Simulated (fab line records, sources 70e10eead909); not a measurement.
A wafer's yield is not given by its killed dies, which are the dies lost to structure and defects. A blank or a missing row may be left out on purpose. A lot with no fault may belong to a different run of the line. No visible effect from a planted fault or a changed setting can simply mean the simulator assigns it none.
fab line records    flow nand-harc
record: lots: 15  wafers: 45  last-day: 33
route steps=1302 shown P_ZERO_WELL@9 P_STI@92 P_GATE@122
lots untouched by any fault: they come from a run of this same line in which no faults occurred
start-h: start of the lot's first displayed wafer, in hours after the record's first day    wait-h: hours since the lot's step before    " repeats the value in the row above    L1.1+2: one row covering several wafers at once    - value missing, or start not given    * or withheld: withheld    < > ~ a bound
route shown NAME@n: names a module that has steps shown in the file, with the first one's number in the route    usual: mean and standard deviation over wafers with no fault    same: alike in all rows    chamber/n: place in a boat    sites: the reading at each site    _std_site: standard deviation across them    _edge_site: mean of outer sites minus mean of inner sites    radius-mm: how far each site lies from the wafer's centre    mask NAME#n: copy n    behind: the last tool/chamber to shape the wafer    hold: why the lot went on hold/how many hours it stayed there/how the hold came to an end    device: names the non-switching transistor (n, p or np)    end of line: tests of these same wafers at the route's end    a step with no rows: only its recipe    killed: count of dies lost to structure and defects at first sort (not the wafer's yield)    map: per-die view of a wafer (x killed, . not killed, _ where there is no die)
set.NAME: the run value of the setting; set.NAME@STEP: its run value at that earlier step    model.NAME: the simulator's own value behind a step, which no gauge read
one table for each step of the route and one row for each wafer, over a sample of lots
services: the hour from which a tool's chamber was out of use, counted from the record's first day as start-h (under 0 if before that day), plus the number of hours and why
== steps ==
step: NHARC_P_ZERO_WELL_SOFTBAKE_06
recipe: temp-c: 125  time-s: 70
usual: heater-power-total-W: 200.7/1.4  resist-line-temp-C: 23.01/0.12
same: time-s: 70
lot.wafer  tool            chamber  start-h  wait-h  heater-power-total-W  resist-line-temp-C
L450.1     litho-track-02  0        20       -       198.9                 23.14
L450.3     "               0        "        "       202.6                 23.09
L450.5     "               0        "        "       202.3                 23.05
L452.2     litho-track-03  0        40       -       201.8                 23.16
L452.4     "               0        "        "       202.5                 23.01
L452.6     "               0        "        "       202.5                 23.13
L453.4     litho-track-07  0        51       -       199.7                 22.83
L453.5     "               0        "        "       201.3                 22.99
L453.6     "               0        "        "       201.1                 22.92
L454.1     litho-track-03  0        60       -       202.7                 22.92
L454.3     "               0        "        "       202.4                 22.99
L454.6     "               0        "        "       199.7                 23.06
L456.1     litho-track-02  0        80       -       201.9                 23.08
L456.2     "               0        "        "       201.5                 23.05
L456.3     "               0        "        "       201.0                 22.97
L459.1     litho-track-02  0        110      -       194.8                 23.01
L459.2     "               0        "        "       191.9                 23.13
L459.5     "               0        "        "       194.5                 22.89
L461.1     litho-track-02  0        130      -       193.2                 23.15
L461.2     "               0        "        "       193.8                 23.02
L461.3     "               0        "        "       194.7                 22.99
L462.1     litho-track-02  0        140      -       194.4                 23.28
L462.3     "               0        "        "       194.9                 23.18
L462.4     "               0        "        "       191.7                 23.12
L463.2     litho-track-07  0        150      -       200.7                 22.96
L463.3     "               0        "        "       198.8                 23.19
L463.5     "               0        "        "       199.0                 22.99
L464.1     litho-track-07  0        160      -       199.0                 23.11
L464.4     "               0        "        "       202.1                 23.04
L464.5     "               0        "        "       201.3                 23.02
L466.4     litho-track-07  0        180      -       199.1                 22.97
L466.5     "               0        "        "       199.5                 22.98
L466.6     "               0        "        "       202.6                 22.95
L467.2     litho-track-03  0        190      -       199.4                 23.01
L467.4     "               0        "        "       202.7                 22.93
L467.5     "               0        "        "       202.4                 23.03
L468.1     litho-track-03  0        200      -       201.0                 23.13
L468.2     "               0        "        "       201.3                 23.10
L468.3     "               0        "        "       200.4                 23.16
L471.2     litho-track-07  0        230      -       201.8                 23.12
L471.4     "               0        "        "       202.7                 22.97
L471.5     "               0        "        "       200.4                 23.09
L473.2     litho-track-07  0        250      -       202.5                 23.15
L473.4     "               0        "        "       199.6                 23.02
L473.6     "               0        "        "       202.5                 23.03
step: NHARC_P_ZERO_WELL_CD_MEAS_52
recipe: target-cd-nm: 2000  landing-energy-ev: 500
usual: cd-nm: 1998.9/1.6
lot.wafer  tool       chamber  start-h  wait-h  cd-nm
L450.1     cd-sem-01  0        28.23    -       1997.0
L450.3     "          0        "        "       1998.5
L450.5     "          0        "        "       1997.7
L452.2     cd-sem-02  0        45.80    -       1995.6
L452.4     "          0        "        "       1998.1
L452.6     "          0        "        "       1996.2
L453.4     cd-sem-01  0        56.02    -       1998.2
L453.5     "          0        "        "       1995.3
L453.6     "          0        "        "       2000.6
L454.1     cd-sem-01  0        65.86    -       1998.1
L454.3     "          0        "        "       2000.6
L454.6     "          0        "        "       2000.8
L456.1     cd-sem-02  0        86.22    -       1996.5
L456.2     "          0        "        "       1997.6
L456.3     "          0        "        "       2000.0
L459.1     cd-sem-02  0        115.81   -       1996.8
L459.2     "          0        "        "       1997.2
L459.5     "          0        "        "       1996.9
L461.1     cd-sem-02  0        135.90   -       1998.7
L461.2     "          0        "        "       1999.0
L461.3     "          0        "        "       1997.9
L462.1     cd-sem-01  0        147.80   -       2000.3
L462.3     "          0        "        "       1997.0
L462.4     "          0        "        "       1996.5
L463.2     cd-sem-02  0        155.62   -       2002.4
L463.3     "          0        "        "       2000.2
L463.5     "          0        "        "       2000.6
L464.1     cd-sem-02  0        165.81   -       1999.0
L464.4     "          0        "        "       1999.2
L464.5     "          0        "        "       1997.3
L466.4     cd-sem-03  0        187.10   -       1998.3
L466.5     "          0        "        "       2000.8
L466.6     "          0        "        "       1999.8
L467.2     cd-sem-02  0        195.60   -       2000.3
L467.4     "          0        "        "       1998.4
L467.5     "          0        "        "       1999.9
L468.1     cd-sem-01  0        206.26   -       1998.3
L468.2     "          0        "        "       1998.1
L468.3     "          0        "        "       1996.0
L471.2     cd-sem-02  0        235.63   -       2000.2
L471.4     "          0        "        "       1998.4
L471.5     "          0        "        "       1999.2
L473.2     cd-sem-03  0        255.75   -       1996.9
L473.4     "          0        "        "       1998.5
L473.6     "          0        "        "       1996.7
step: NHARC_P_STI_OCD_MEAS_17
usual: trench-depth-nm: 301/3.6  trench-foot-cd-nm: 157.5/2.5
lot.wafer  tool    chamber  start-h  wait-h  trench-depth-nm  trench-foot-cd-nm
L450.1     ocd-01  -        46.08    0.1     304              157.8
L450.3     "       -        "        "       298              154.8
L450.5     "       -        "        "       298              155.7
L452.2     ocd-02  -        65.88    0.1     310              157.6
L452.4     "       -        "        "       304              159.4
L452.6     "       -        "        "       302              163.3
L453.4     ocd-02  -        75.24    0.1     301              158.7
L453.5     "       -        "        "       296              162.6
L453.6     "       -        "        "       301              159.8
L454.1     ocd-01  -        86.39    0.1     296              158.9
L454.3     "       -        "        "       296              159.3
L454.6     "       -        "        "       299              160.0
L456.1     ocd-01  -        104.00   0.1     307              154.5
L456.2     "       -        "        "       300              153.6
L456.3     "       -        "        "       305              153.1
L459.1     ocd-02  -        137.68   0.1     303              158.0
L459.2     "       -        "        "       301              157.6
L459.5     "       -        "        "       303              155.0
L461.1     ocd-02  -        154.44   0.1     301              158.0
L461.2     "       -        "        "       298              155.4
L461.3     "       -        "        "       298              158.8
L462.1     ocd-01  -        165.56   0.1     300              156.8
L462.3     "       -        "        "       302              157.2
L462.4     "       -        "        "       303              156.4
L463.2     ocd-02  -        176.70   0.1     298              159.6
L463.3     "       -        "        "       300              154.1
L463.5     "       -        "        "       298              153.7
L464.1     ocd-01  -        183.06   0.1     301              157.6
L464.4     "       -        "        "       301              153.7
L464.5     "       -        "        "       302              155.7
L466.4     ocd-01  -        204.81   0.1     304              159.2
L466.5     "       -        "        "       299              158.6
L466.6     "       -        "        "       303              155.6
L467.2     ocd-01  -        213.45   0.1     302              155.6
L467.4     "       -        "        "       303              156.1
L467.5     "       -        "        "       300              158.5
L468.1     ocd-01  -        224.56   0.1     300              154.1
L468.2     "       -        "        "       299              159.1
L468.3     "       -        "        "       304              158.8
L471.2     ocd-02  -        253.74   0.1     304              156.3
L471.4     "       -        "        "       299              158.4
L471.5     "       -        "        "       301              159.7
L473.2     ocd-01  -        272.99   0.1     301              157.4
L473.4     "       -        "        "       302              156.4
L473.6     "       -        "        "       303              155.4
step: NHARC_P_GATE_CD_MEAS_11
recipe: target-cd-nm: 1640  landing-energy-ev: 500
usual: cd-nm: 1640.1/1.6
lot.wafer  tool       chamber  start-h  wait-h  cd-nm
L450.1     cd-sem-02  0        82.04    -       1639.4
L450.3     "          0        "        "       1640.7
L450.5     "          0        "        "       1640.6
L452.2     cd-sem-02  0        100.34   -       1644.1
L452.4     "          0        "        "       1642.0
L452.6     "          0        "        "       1640.7
L453.4     cd-sem-03  0        111.75   -       1641.1
L453.5     "          0        "        "       1639.1
L453.6     "          0        "        "       1638.6
L454.1     cd-sem-03  0        122.41   -       1640.6
L454.3     "          0        "        "       1639.0
L454.6     "          0        "        "       1638.1
L456.1     cd-sem-02  0        141.74   -       1641.1
L456.2     "          0        "        "       1638.2
L456.3     "          0        "        "       1639.9
L459.1     cd-sem-03  0        181.52   -       1640.1
L459.2     "          0        "        "       1638.1
L459.5     "          0        "        "       1638.4
L461.1     cd-sem-03  0        190.69   -       1639.5
L461.2     "          0        "        "       1639.8
L461.3     "          0        "        "       1639.2
L462.1     cd-sem-02  0        200.86   -       1638.1
L462.3     "          0        "        "       1642.6
L462.4     "          0        "        "       1641.2
L463.2     cd-sem-01  0        225.96   -       1640.9
L463.3     "          0        "        "       1639.7
L463.5     "          0        "        "       1640.8
L464.1     cd-sem-01  0        226.11   -       1636.5
L464.4     "          0        "        "       1638.8
L464.5     "          0        "        "       1640.1
L466.4     cd-sem-01  0        242.27   -       1639.0
L466.5     "          0        "        "       1642.5
L466.6     "          0        "        "       1640.0
L467.2     cd-sem-02  0        246.80   -       1641.1
L467.4     "          0        "        "       1640.1
L467.5     "          0        "        "       1637.5
L468.1     cd-sem-02  0        260.17   -       1642.5
L468.2     "          0        "        "       1640.7
L468.3     "          0        "        "       1639.0
L471.2     cd-sem-02  0        289.01   -       1643.4
L471.4     "          0        "        "       1641.5
L471.5     "          0        "        "       1642.4
L473.2     cd-sem-01  0        308.16   -       1640.3
L473.4     "          0        "        "       1642.2
L473.6     "          0        "        "       1639.6
== services ==
tool            chamber  start-h  hours  kind
litho-track-02  -        52.00    7.0    pm
litho-track-07  -        76.01    7.0    pm
litho-track-03  -        100.00   7.0    pm
litho-track-02  -        227.00   7.0    pm
== key ==
first-sign: step: NHARC_P_ZERO_WELL_SOFTBAKE_06  reading: heater-power-total-W  direction: down  sigmas: 5  usual: *  struck: *
effect none on later readings
met-at NHARC_P_ZERO_WELL_SOFTBAKE_06
struck-lots L459,L461,L462
rows-end L459.1,L459.2,L459.5,L461.1,L461.2,L461.3,L462.1,L462.3,L462.4
loop-trim: step: NHARC_P_ZERO_WELL_EXPOSE_08  setting: dose  lots: L461
not-acting-at NHARC_P_ZERO_WELL_CD_MEAS_52,NHARC_P_STI_OCD_MEAS_17,NHARC_P_GATE_CD_MEAS_11
onset-between 80 110
fault: kind: process-parameter-drift  tool: litho-track-02  chamber: -  onset-h: 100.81  steps: NHARC_P_ZERO_WELL_SOFTBAKE_06  channel: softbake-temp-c  offset: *  shape: step  acts-in: *  stated: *
rows-end: these wafers met a further fault down the route, and their rows from its step on are left out
loop-trim: a control loop set the setting to another value than it would have without faults
